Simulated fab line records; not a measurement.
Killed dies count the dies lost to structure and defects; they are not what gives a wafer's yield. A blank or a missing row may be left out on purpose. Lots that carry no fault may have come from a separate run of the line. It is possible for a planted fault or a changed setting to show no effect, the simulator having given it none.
Code-filled problem report in 8D (eight disciplines) form :: flow n5-finfet :: the parts of the form that need people (team, actions taken, sign-off) are left out

== 1. WHAT WENT WRONG ==
Mean RS_SD_P at N5_SD_ACTIVATION_RS_MEAS_03: 114.8 ohm/sq over 9 wafers in 3 lots; fault-free wafers: 56.3 ohm/sq, standard deviation 0.82. Relative to the usual mean, that is a shift of +71 standard deviations.
The step: measures by four-point-probe.
First seen on wafer L886.1, day 7 03:01, on film-metro-01. The record has a number at this step for 24 wafers belonging to 8 lots. Rule for "out", or "out of limits": more than 4 standard deviations from the usual mean. The rest of the wafers with a number are treated as sound.

== 2. WHAT IT IS AND WHAT IT IS NOT ==
question: which readings at this step
is: RS_SD_P
is not: RS_SD_N

question: which lots
is: L886, L888, L891
is not: L872, L873, L893, L894, L895

question: which wafers of those lots
is: all that have a number
is not: -

question: read on which gauges
is: film-metro-01, film-metro-02
is not: -

question: when
is: from day 7 03:01
is not: up to then (6 sound wafers); but 9 sound wafers of L893, L894, L895 came after

== 3. WHAT RULES OUT EACH SUSPECT ==
Counting: a tool at any process step up to the reading remains a suspect when it ran all the lots that are out and ran no sound lot after the first of those.
- ruled out: the gauge at N5_SD_ACTIVATION_RS_MEAS_03. The wafers that are out were read on 2 gauges (film-metro-01, film-metro-02).
- epi-rpcvd-01 at N5_SD_EPI_P_EPI_21 (deposits SiGe:B, time 355 s): kept. Every lot that is out went through it, starting with L886 (day 7 00:13), and after that it ran no sound lot; the last sound lot it ran before then is L873 (day 3 19:23).
The count leaves epi-rpcvd-01 at N5_SD_EPI_P_EPI_21.

== 4. THE CAUSE (what the simulator had put in) ==
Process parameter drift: epi-rpcvd-01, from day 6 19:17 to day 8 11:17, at N5_SD_EPI_P_EPI_21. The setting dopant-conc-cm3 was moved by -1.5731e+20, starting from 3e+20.
After counting, this tool was the only one left.

== 5. SEQUENCE OF EFFECTS, ordered by route ==
Each row: a reading where the mean over the struck wafers with a number is more than 3 standard deviations away from the usual. Only readings for which the record gives a usual standard deviation are gone through. hours: the time from each lot's start at the first step in this table that gives one to its start at this step, as a median over the lots. sigmas: the change in usual standard deviations.
hours: 0
step: N5_SD_ACTIVATION_RS_MEAS_03
reading: RS_SD_P
usual: 56.3 ohm/sq
on struck wafers: 114.8
change: +58.5
sigmas: +71

hours: 135
step: N5_BEOL_M4_RC_MEAS_101
reading: ION_P
usual: 465 uA/um
on struck wafers: 414
change: -51
sigmas: -5.3

hours: 135
step: N5_BEOL_M4_RC_MEAS_101
reading: RC_DENSE_P
usual: 23.7 ohm.um
on struck wafers: 40.7
change: +17.0
sigmas: +27

hours: 135
step: N5_BEOL_M4_RC_MEAS_101
reading: RC_P
usual: 19.4 ohm.um
on struck wafers: 33.2
change: +13.8
sigmas: +26

hours: 135
step: N5_BEOL_M4_RC_MEAS_101
reading: REXT_P
usual: 100.8 ohm.um
on struck wafers: 173.6
change: +72.8
sigmas: +33

hours: 135
step: N5_BEOL_M4_RC_MEAS_101
reading: RS_SD_P
usual: 66.2 ohm/sq
on struck wafers: 128.2
change: +62.0
sigmas: +66

hours: 251
step: N5_PASSIVATION_PROBE_49
reading: sort_bin_8_speed
usual: 0.00 %
on struck wafers: 84.53
change: +84.53
sigmas: +99 or more

hours: 251
step: N5_PASSIVATION_PROBE_49
reading: sort-n-pass
usual: 1078
on struck wafers: 82
change: -996
sigmas: -62

hours: 251
step: N5_PASSIVATION_PROBE_49
reading: sort-yield-pct
usual: 91.3 %
on struck wafers: 6.9
change: -84.4
sigmas: -65
Process steps it contains:
- N5_PASSIVATION_PROBE_49

== 6. WHAT WOULD HAVE CAUGHT IT SOONER ==
8 hours passed between the start of the fault at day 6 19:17 and the first reading out of limits at a measuring or inspecting step in this record, taken at day 7 03:01.
Of the lots that are out (3), L888, L891 began N5_SD_EPI_P_EPI_21 on epi-rpcvd-01 after day 7 03:01. A hold on the tool at that time would have spared those 2.
